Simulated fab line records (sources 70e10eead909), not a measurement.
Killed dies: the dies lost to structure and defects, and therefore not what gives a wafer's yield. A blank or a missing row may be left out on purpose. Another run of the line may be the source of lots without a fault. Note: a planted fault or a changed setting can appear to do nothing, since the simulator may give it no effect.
Matching of chambers :: flow nand_harc :: NHARC_P_M2_CMP_23 on cmp-02: 4 sister chambers
The step polishes, t overpolish 20 s, target thk 144.3 nm. 14 wafers are shown with their chamber, then 7 later ones without.

== WAFERS, EACH WITH ITS CHAMBER ==
wafer: L078.1
chamber: 2
time_to_endpoint_s (s): 32
motor_current_A (A): 11.4

wafer: L078.3
chamber: 0
time_to_endpoint_s (s): 32
motor_current_A (A): 11.0

wafer: L078.5
chamber: 2
time_to_endpoint_s (s): 32
motor_current_A (A): 11.4

wafer: L080.4
chamber: 3
time_to_endpoint_s (s): 22
motor_current_A (A): 12.5

wafer: L080.5
chamber: 3
time_to_endpoint_s (s): 22
motor_current_A (A): 11.9

wafer: L080.6
chamber: 2
time_to_endpoint_s (s): 29
motor_current_A (A): 11.7

wafer: L086.1
chamber: 3
time_to_endpoint_s (s): 26
motor_current_A (A): 13.1

wafer: L086.3
chamber: 0
time_to_endpoint_s (s): 32
motor_current_A (A): 11.5

wafer: L086.5
chamber: 3
time_to_endpoint_s (s): 24
motor_current_A (A): 11.9

wafer: L089.2
chamber: 1
time_to_endpoint_s (s): 27
motor_current_A (A): 13.1

wafer: L089.4
chamber: 3
time_to_endpoint_s (s): 24
motor_current_A (A): 12.6

wafer: L089.5
chamber: 3
time_to_endpoint_s (s): 25
motor_current_A (A): 13.2

wafer: L092.1
chamber: 1
time_to_endpoint_s (s): 31
motor_current_A (A): 12.7

wafer: L092.2
chamber: 0
time_to_endpoint_s (s): 34
motor_current_A (A): 11.7

SIGNATURES, as means of the wafers listed above
reading: time_to_endpoint_s
chamber 0: 32.67
chamber 1: 29.00
chamber 2: 31.00
chamber 3: 23.83
scatter within a chamber: 1.72

reading: motor_current_A
chamber 0: 11.400
chamber 1: 12.900
chamber 2: 11.500
chamber 3: 12.533
scatter within a chamber: 0.444
Rule: a wafer lies at a distance from a chamber equal to the root of the sum of squares, over the readings, of (its reading less the chamber's mean, divided by the reading's scatter). If the next closest chamber is less than 2 further off than the closest, the wafer can't be placed; otherwise it belongs to the closest. How the scatter is found: for the shown wafers, subtract from each reading the mean of its chamber, square and add these, divide the total by (wafers less chambers), then take the root.

== WAFERS WITH NO CHAMBER GIVEN ==
wafer: L092.4
time_to_endpoint_s (s): 33
motor_current_A (A): 11.4

wafer: L094.2
time_to_endpoint_s (s): 25
motor_current_A (A): 12.4

wafer: L094.3
time_to_endpoint_s (s): 26
motor_current_A (A): 12.4

wafer: L094.5
time_to_endpoint_s (s): 30
motor_current_A (A): 11.5

wafer: L096.2
time_to_endpoint_s (s): 34
motor_current_A (A): 11.2

wafer: L096.3
time_to_endpoint_s (s): 27
motor_current_A (A): 12.6

wafer: L096.5
time_to_endpoint_s (s): 27
motor_current_A (A): 12.3

== CHAMBER TAKEN BY EACH ==
wafer: L092.4
from the rows above: can't be placed: 0 or 2
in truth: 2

wafer: L094.2
from the rows above: can't be placed: 3 or 1
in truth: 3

wafer: L094.3
from the rows above: can't be placed: 3 or 1
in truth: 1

wafer: L094.5
from the rows above: can't be placed: 2 or 0
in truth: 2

wafer: L096.2
from the rows above: can't be placed: 0 or 2
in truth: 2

wafer: L096.3
from the rows above: can't be placed: 1 or 3
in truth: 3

wafer: L096.5
from the rows above: can't be placed: 1 or 3 or 2
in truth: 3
Placed correctly: 0 of 7. These rows do not allow placing 7 (true chamber among the candidates in 7). Placed wrongly: 0.
